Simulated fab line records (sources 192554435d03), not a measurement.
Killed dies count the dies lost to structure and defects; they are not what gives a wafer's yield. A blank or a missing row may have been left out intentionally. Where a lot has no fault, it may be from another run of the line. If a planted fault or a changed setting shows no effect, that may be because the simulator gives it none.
2 desks looking at one fault :: flow n5-finfet :: numbers are kept per desk, each desk with only its own; the story behind them comes last

DESK OF THE TOOL OWNER: pecvd-02
The tool's own readings at N5_BEOL_M0_SAQP_PECVD_00 (deposits SiCN from 3MS/NH3, target thk 8 nm, time 14 s): means of the sampled wafers that have a number, for each lot that ran on this tool. If a lot's mean is further than 4 standard deviations from the usual mean, the lot is out of limits and carries the mark OUT (the distance appears in the brackets).
Columns: A = showerhead-plenum-p-Torr at N5_BEOL_M0_SAQP_PECVD_00, usual 3.667 Torr; B = throttle-valve-pct at N5_BEOL_M0_SAQP_PECVD_00, usual 9.2 %
lot: L373
first seen here: day 6 02:46
A: 3.668
B: 9.5

lot: L383
first seen here: day 8 06:51
A: 3.675
B: 9.4

lot: L387
first seen here: day 9 02:47
A: 3.672
B: 9.5
This desk found nothing out of limits on any of the 3 lots.

AT THE METROLOGY DESK
Lot by lot, what the gauges showed, no matter which tool ran the lot: averages of those sampled wafers that carry a number. If a lot's mean is further than 4 standard deviations from the usual mean, the lot is out of limits and carries the mark OUT (the distance appears in the brackets). Only the readings that lie furthest out on some lot appear, 7 of the 10 it has.
Columns: A = DIBL_P at N5_BEOL_M4_RC_MEAS_101, usual 36.2 mV/V; B = IOFF_N at N5_BEOL_M4_RC_MEAS_101, usual 0.159 nA/um; C = IOFF_P at N5_BEOL_M4_RC_MEAS_101, usual 0.21 nA/um; D = ION_P at N5_BEOL_M4_RC_MEAS_101, usual 459 uA/um; E = SS_N at N5_BEOL_M4_RC_MEAS_101, usual 71.5 mV/dec; F = SS_P at N5_BEOL_M4_RC_MEAS_101, usual 73.2 mV/dec; G = VT_P at N5_BEOL_M4_RC_MEAS_101, usual -250 mV
lot: L373
first seen here: day 8 20:29
A: 37.6
B: 0.164
C: 0.21
D: 453
E: 71.1
F: 73.7
G: -252

lot: L383
first seen here: day 11 11:38
A: 36.3
B: 0.184
C: 0.20
D: 455
E: 72.3
F: 73.8
G: -252

lot: L387
first seen here: day 11 18:33
A: 36.1
B: 0.169
C: 0.20
D: 459
E: 71.5
F: 73.0
G: -251

lot: L396
first seen here: day 14 23:11
A: 37.3
B: 0.173
C: 0.27
D: 474
E: 71.6
F: 73.6
G: -244
This desk found nothing out of limits on any of the 4 lots.

BROUGHT TOGETHER
The tool owner's desk saw nothing out of limits.
The metrology desk saw nothing out of limits.

WHAT THE SIMULATOR PUT IN
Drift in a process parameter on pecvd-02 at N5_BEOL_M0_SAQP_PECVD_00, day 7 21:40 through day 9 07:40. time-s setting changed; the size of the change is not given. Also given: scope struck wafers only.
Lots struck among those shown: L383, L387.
